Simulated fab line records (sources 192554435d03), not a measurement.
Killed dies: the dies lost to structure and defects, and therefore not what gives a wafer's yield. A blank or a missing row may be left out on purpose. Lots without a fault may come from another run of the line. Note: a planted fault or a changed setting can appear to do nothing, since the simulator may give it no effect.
Chamber matching    flow n5Finfet    rieDiel-05 running N5_BEOL_M11_ETCH_65: 4 sister chambers
The step etches SiARC in CF4, target depth 39 nm, time 65 s. 4 wafers are shown with their chamber, then 8 later ones without.

WAFERS PAIRED WITH THEIR CHAMBERS
wafer   chamber  drypumpMotorCurrentA (A)
L081.6  2        6.7
L084.5  3        5.9
L085.6  1        5.3
L087.2  0        6.6

WAFERS WITHOUT THEIR CHAMBER
wafer   drypumpMotorCurrentA (A)
L087.4  5.8
L087.6  5.3
L090.2  6.6
L090.3  6.6
L090.5  5.3
L092.2  6.6
L092.3  5.3
L092.5  5.3

THE CHAMBER EACH PASSED THROUGH
wafer    from the rows above   in truth
L087.4   3                     3
L087.6   1                     1
L090.2   0                     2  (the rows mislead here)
L090.3   0                     0
L090.5   1                     1
L092.2   0                     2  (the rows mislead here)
L092.3   1                     1
L092.5   1                     1
Placed correctly: 6 of 8. Number that these rows cannot place: 0. Placed wrongly: 2.
How it was worked out, from the rows above alone: a wafer's distance from a chamber is the root of the sum, over the readings, of the square of ((its reading less the chamber's mean) divided by the reading's scatter). The wafer belongs to the nearest chamber; if the next one is less than 2 further off, it can't be placed. Each chamber's mean is taken over the wafers shown for it. The scatter: with one shown wafer a chamber, the root of the mean of the squares of how far each hidden wafer lies from its nearest shown one.
